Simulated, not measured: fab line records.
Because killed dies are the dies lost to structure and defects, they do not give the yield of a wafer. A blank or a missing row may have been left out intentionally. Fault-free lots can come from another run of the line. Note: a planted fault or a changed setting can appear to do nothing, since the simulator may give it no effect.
Chamber matching | flow n5-finfet | 4 sister chambers for N5_BEOL_M0_STRIP_142 on rie-diel-05
The step strips in N2/H2, time 10 s. 8 wafers are shown with their chamber, then 10 later ones without.

WAFERS WITH THEIR CHAMBER
wafer  | chamber | throttle-valve-pct (%) | showerhead-plenum-p-Torr (Torr)
L077.1 | 0       | 23.82                  | 2.40
L079.6 | 0       | 23.83                  | 2.40
L080.3 | 1       | 24.16                  | 2.40
L086.1 | 3       | 23.57                  | 2.61
L086.3 | 2       | 23.23                  | 2.57
L086.4 | 1       | 23.89                  | 2.72
L087.1 | 2       | 23.23                  | 2.57
L087.3 | 3       | 23.55                  | 2.61

WAFERS WITH NO CHAMBER GIVEN
wafer  | throttle-valve-pct (%) | showerhead-plenum-p-Torr (Torr)
L087.6 | 23.89                  | 2.72
L089.4 | 23.89                  | 2.71
L089.5 | 23.25                  | 2.57
L089.6 | 23.56                  | 2.61
L094.1 | 23.92                  | 2.71
L094.4 | 23.71                  | 2.71
L094.6 | 23.92                  | 2.71
L096.1 | 23.92                  | 2.71
L096.3 | 23.27                  | 2.56
L096.4 | 23.27                  | 2.56

EACH ONE'S CHAMBER
wafer  | from the rows above          | in truth
L087.6 | can't be placed: 1 or 0 or 3 | 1
L089.4 | can't be placed: 1 or 0 or 3 | 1
L089.5 | 2                            | 2
L089.6 | 3                            | 3
L094.1 | can't be placed: 1 or 0      | 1
L094.4 | can't be placed: 3 or 0 or 1 | 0
L094.6 | can't be placed: 1 or 0      | 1
L096.1 | can't be placed: 1 or 0      | 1
L096.3 | 2                            | 2
L096.4 | 2                            | 2
Placed correctly: 4 of 10. Cannot be placed on the basis of these rows: 6; the candidates contain the true chamber in 6. Placed wrongly: 0.
How it was worked out, from the rows above alone: a wafer's distance from a chamber is the root of the sum, over the readings, of the square of ((its reading less the chamber's mean) divided by the reading's scatter). If the next closest chamber is less than 2 further off than the closest, the wafer can't be placed; otherwise it belongs to the closest. The mean given for a chamber averages the wafers shown for that chamber. The scatter is the square root of a quotient: the sum, over the shown wafers, of each reading's squared deviation from its chamber's mean, divided by wafers minus chambers.
